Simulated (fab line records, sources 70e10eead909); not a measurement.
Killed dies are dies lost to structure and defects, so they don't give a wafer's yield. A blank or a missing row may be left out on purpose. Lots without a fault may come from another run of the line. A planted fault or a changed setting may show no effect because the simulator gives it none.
Tool commonality check | flow nand_harc | 10 lots, 30 wafers sampled

WHY IT WAS OPENED
At NHARC_END_SORT_01 the reading killed_at_other is flagged on 2 of 10 lots. Wafers without a fault read 1.2, standard deviation 1.4.
Rule: a lot is flagged when every wafer of it that has a number lies more than 4 standard deviations from that mean, or none has a number. The other lots count as sound.

lot  | measured     | on        | killed_at_other, wafer by wafer | flag
L553 | day 26 04:04 | prober-01 | 2 0 2                           |
L551 | day 26 11:51 | prober-01 | 0 0 0                           |
L555 | day 27 17:02 | prober-02 | 0 2 0                           |
L554 | day 27 18:38 | prober-01 | 0 1 0                           |
L559 | day 30 18:24 | prober-02 | 77 88 37                        | FLAGGED
L561 | day 31 02:19 | prober-02 | 89 91 85                        | FLAGGED
L564 | day 31 17:58 | prober-02 | 0 0 0                           |
L569 | day 33 03:02 | prober-01 | 3 2 1                           |
L568 | day 33 06:17 | prober-02 | 3 2 6                           |
L570 | day 35 05:52 | prober-02 | 6 1 2                           |
The numbers of the flagged lots are 77.8 on average: +76.6 against the usual, or +55 standard deviations.

WHICH TOOL RAN EACH LOT
The record holds 3 process steps before the reading, out of a route of 1302 steps. In each cell: the tool, then ch and the chambers that the sampled wafers went through, then the start.
lot  | flag    | NHARC_THIN_TSV_STRIP_62              | NHARC_THIN_TSV_PVD_19        | NHARC_THIN_TSV_STRIP_56
L553 |         | plasma_asher-01 ch 0,1, day 25 14:58 | pvd_sputter-02, day 25 15:17 | plasma_asher-01 ch 0,1, day 25 18:56
L551 |         | plasma_asher-02 ch 0,1, day 25 20:28 | pvd_sputter-02, day 25 20:46 | plasma_asher-01 ch 0,1, day 26 00:17
L555 |         | plasma_asher-01 ch 0,1, day 27 04:34 | pvd_sputter-02, day 27 04:52 | plasma_asher-02 ch 0,1, day 27 08:33
L554 |         | plasma_asher-02 ch 0,1, day 27 05:32 | pvd_sputter-03, day 27 05:50 | plasma_asher-01 ch 0,1, day 27 09:35
L559 | FLAGGED | plasma_asher-01 ch 0,1, day 29 22:11 | pvd_sputter-02, day 29 22:29 | plasma_asher-02 ch 0,1, day 30 02:03
L561 | FLAGGED | plasma_asher-02 ch 0,1, day 30 00:43 | pvd_sputter-02, day 30 01:01 | plasma_asher-02 ch 0,1, day 30 04:38
L564 |         | plasma_asher-01 ch 0,1, day 31 05:35 | pvd_sputter-01, day 31 05:56 | plasma_asher-01 ch 0,1, day 31 09:32
L569 |         | plasma_asher-01 ch 0,1, day 32 14:22 | pvd_sputter-03, day 32 14:41 | plasma_asher-01 ch 0,1, day 32 18:29
L568 |         | plasma_asher-02 ch 0,1, day 32 15:33 | pvd_sputter-01, day 32 15:52 | plasma_asher-01 ch 0,1, day 32 19:49
L570 |         | plasma_asher-01 ch 0,1, day 34 16:41 | pvd_sputter-01, day 34 17:01 | plasma_asher-01 ch 0,1, day 34 20:38
What these steps do:
- NHARC_THIN_TSV_STRIP_62: strips in N2/H2, time 20 s.
- NHARC_THIN_TSV_PVD_19: deposits TaN, target thk 20 nm.
- NHARC_THIN_TSV_STRIP_56: strips in O2.
- NHARC_END_SORT_01

FLAGGED OVER TOTAL, TOOL BY TOOL (the gauges that took the reading come last)
step                    | tool            | lots run | flagged | share of the flagged lots | sound lots run after its first flagged lot
NHARC_THIN_TSV_STRIP_62 | plasma_asher-01 | 6        | 1       | some                      | 3 (L564,L569,L570)
NHARC_THIN_TSV_STRIP_62 | plasma_asher-02 | 4        | 1       | some                      | 1 (L568)
NHARC_THIN_TSV_PVD_19   | pvd_sputter-01  | 3        | 0       | none                      | -
NHARC_THIN_TSV_PVD_19   | pvd_sputter-02  | 5        | 2       | all                       | 0
NHARC_THIN_TSV_PVD_19   | pvd_sputter-03  | 2        | 0       | none                      | -
NHARC_THIN_TSV_STRIP_56 | plasma_asher-01 | 7        | 0       | none                      | -
NHARC_THIN_TSV_STRIP_56 | plasma_asher-02 | 3        | 2       | all                       | 0
NHARC_END_SORT_01       | prober-01       | 4        | 0       | none                      | -
NHARC_END_SORT_01       | prober-02       | 6        | 2       | all                       | 3 (L564,L568,L570)

WHAT THE TABLE ALLOWS
3 rows of the table ran every flagged lot: pvd_sputter-02 at NHARC_THIN_TSV_PVD_19, plasma_asher-02 at NHARC_THIN_TSV_STRIP_56, prober-02 at NHARC_END_SORT_01.
- pvd_sputter-02 at NHARC_THIN_TSV_PVD_19: 2 of its 5 lots flagged. Its last sound lot is L555 (day 27 04:52), its first flagged lot L559 (day 29 22:29): a fault that began between those two fits.
- plasma_asher-02 at NHARC_THIN_TSV_STRIP_56: 2 of its 3 lots flagged. Its last sound lot is L555 (day 27 08:33), its first flagged lot L559 (day 30 02:03): a fault that began between those two fits.
- prober-02 at NHARC_END_SORT_01: 2 of its 6 lots flagged. Sound lots ran on it after the first flagged one (L564, L568, L570), which a lasting fault on the whole tool wouldn't allow.
Counting lots can't tell these 2 tools apart, because each fits a fault that began at some hour. More lots, or a look at what each step does to the wafer, might.

WHAT THE SIMULATOR HAD PUT IN
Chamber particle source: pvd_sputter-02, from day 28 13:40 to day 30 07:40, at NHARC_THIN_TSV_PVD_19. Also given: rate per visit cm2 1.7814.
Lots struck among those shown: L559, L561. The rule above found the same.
